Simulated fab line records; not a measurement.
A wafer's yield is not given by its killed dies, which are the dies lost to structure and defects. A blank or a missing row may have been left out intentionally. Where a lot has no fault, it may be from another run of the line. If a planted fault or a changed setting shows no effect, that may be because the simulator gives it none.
Which tool was responsible? ; flow nand-harc ; 42 wafers from 14 lots sampled at 5 of the route's 1159 steps

## WHAT THE GAUGES READ, wafer by wafer
NHARC_A_START_INSPECT_01. Usual: raw-defect-count 3.3, standard deviation 1.8.
lot;measured;on;raw-defect-count;flag
L178;day 6 23:29;defect-inspect-01;3 3 0;
L179;day 7 00:20;defect-inspect-02;2 2 0;
L180;day 7 06:25;defect-inspect-01;2 2 4;
L181;day 7 18:44;defect-inspect-02;4 3 3;
L182;day 8 00:16;defect-inspect-02;5 3 3;
L185;day 8 12:31;defect-inspect-01;3 3 2;
L186;day 9 00:14;defect-inspect-01;1 4 2;
L191;day 9 19:01;defect-inspect-02;4 2 2;
L193;day 10 13:17;defect-inspect-01;2 6 4;
L192;day 10 14:08;defect-inspect-01;1 6 5;
L195;day 11 05:38;defect-inspect-02;4 4 1;
L198;day 11 20:13;defect-inspect-02;2 4 4;
L200;day 11 23:39;defect-inspect-02;1 1 4;
L199;day 12 04:23;defect-inspect-01;0 6 3;

NHARC_A_ONON_D1_THK_MEAS_08: measures by ellipsometry. Usual: thk-nm 996 nm, standard deviation 11.
lot;measured;on;thk-nm (nm);flag
L178;day 8 05:42;film-metro-02;990 991 989;
L179;day 8 06:04;film-metro-01;1011 1012 1010;
L180;day 8 05:51;film-metro-02;991 993 994;
L181;day 8 19:38;film-metro-02;982 982 983;
L182;day 9 03:16;film-metro-02;1008 1005 1005;
L185;day 9 15:29;film-metro-02;1001 1000 1000;
L186;day 10 00:59;film-metro-01;997 1000 997;
L191;day 10 19:45;film-metro-01;1005 1006 1006;
L193;day 11 12:26;film-metro-02;1005 1005 1004;
L192;day 11 12:26;film-metro-01;977 978 978;
L195;day 12 05:09;film-metro-01;992 992 993;
L198;day 12 23:30;film-metro-02;996 992 993;
L200;day 12 23:31;film-metro-01;1007 1007 1009;
L199;day 13 05:13;film-metro-02;991 987 989;

NHARC_A_ONON_D1_THK_MEAS_11: measures by ellipsometry. Usual: thk-nm 1001 nm, standard deviation 9.4.
lot;measured;on;thk-nm (nm);flag
L178;day 8 06:16;film-metro-01;993 991 991;
L179;day 8 06:38;film-metro-01;998 1000 1000;
L180;day 8 06:25;film-metro-01;988 990 987;
L181;day 8 20:13;film-metro-02;1009 1011 1010;
L182;day 9 03:50;film-metro-01;996 993 993;
L185;day 9 16:11;film-metro-01;1549 1550 1549;OFF
L186;day 10 01:33;film-metro-02;1525 1527 1527;OFF
L191;day 10 20:19;film-metro-02;1011 1013 1013;
L193;day 11 13:00;film-metro-01;1003 1002 1003;
L192;day 11 12:59;film-metro-02;1001 1000 1002;
L195;day 12 05:44;film-metro-02;1014 1010 1012;
L198;day 13 00:04;film-metro-02;1010 1010 1011;
L200;day 13 00:05;film-metro-01;994 996 997;
L199;day 13 05:49;film-metro-01;1003 1003 1002;

NHARC_END_SORT_01. Usual: killed-at-array 29, standard deviation 12; killed-at-other 0.7, standard deviation 1; killed-at-periphery 4, standard deviation 3.2; killed-dies 34, standard deviation 12; killed-open 3.4, standard deviation 2; killed-short 1.8, standard deviation 1.3.
lot;measured;on;killed-at-array;killed-at-other;killed-at-periphery;killed-dies;killed-open;killed-short;flag
L185;day 21 18:13;prober-02;672 674 671;0 0 0;5 3 6;677 677 677;3 0 1;4 2 1;OFF
L186;day 21 10:22;prober-02;675 677 676;0 0 0;2 0 1;677 677 677;0 2 2;1 1 1;OFF
L193;day 24 00:22;prober-01;29 23;0 1;16 13;45 37;4 2;4 0;OFF

## TOOL THAT RAN EACH LOT (tool first, then ch and the chambers of the sampled wafers, then the start)
lot;NHARC_A_ONON_D1_DEP_09
L178;pecvd-onon-01 ch 0, day 8 05:49
L179;pecvd-onon-01 ch 0, day 8 06:07
L180;pecvd-onon-02 ch 0, day 8 05:58
L181;pecvd-onon-01 ch 0, day 8 19:42
L182;pecvd-onon-03 ch 0, day 9 03:22
L185;pecvd-onon-02 ch 0, day 9 15:44
L186;pecvd-onon-02 ch 0, day 10 01:05
L191;pecvd-onon-03 ch 0, day 10 19:59
L193;pecvd-onon-01 ch 0, day 11 12:29
L192;pecvd-onon-03 ch 0, day 11 12:29
L195;pecvd-onon-01 ch 0, day 12 05:13
L198;pecvd-onon-01 ch 0, day 12 23:33
L200;pecvd-onon-03 ch 0, day 12 23:34
L199;pecvd-onon-01 ch 0, day 13 05:20
- NHARC_A_ONON_D1_DEP_09: target thk 1000 nm.

## WHAT THE TOOLS THEMSELVES READ (means of the sampled wafers that have a number; where no wafer has one, the mark that the record gives instead)
The record holds no such reading with a usual standard deviation.

## THE ANSWER, worked out from the rows above alone
Rule: take the mean of a lot's wafers that have a number; if it is more than 3 standard deviations from the usual mean, the lot is off. A lot without any number at a reading at which 4 lots or more have one is off too. Where the step has rows for the other lots, those lots are counted as sound. After the gauges, taken in route order, come the tools' own readings; for these a lot's mean is taken, as printed above. The first step at which some lot is off is used, and at that step the reading that is off furthest; a lot without a number counts as furthest.
Off, at NHARC_A_ONON_D1_THK_MEAS_11 on thk-nm: L185, L186.
A tool fits if, at a process step before that reading, it ran every lot that is off, and no sound lot after the first of them. Not tried: the gauges at NHARC_A_ONON_D1_THK_MEAS_11; whatever is off there is also off at NHARC_END_SORT_01, on other tools, and gauge error can't account for it. One fits: pecvd-onon-02 at NHARC_A_ONON_D1_DEP_09. A fault onset in the window from L180 (day 8 05:58, its last sound lot) to L185 (day 9 15:44, its first lot off) fits.

## WHAT THE SIMULATOR HAD INSERTED
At NHARC_A_ONON_D1_DEP_09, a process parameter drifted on pecvd-onon-02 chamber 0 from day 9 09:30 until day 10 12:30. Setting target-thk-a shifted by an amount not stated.
Shown lots that were struck: L185, L186. Same finding as the rule above.
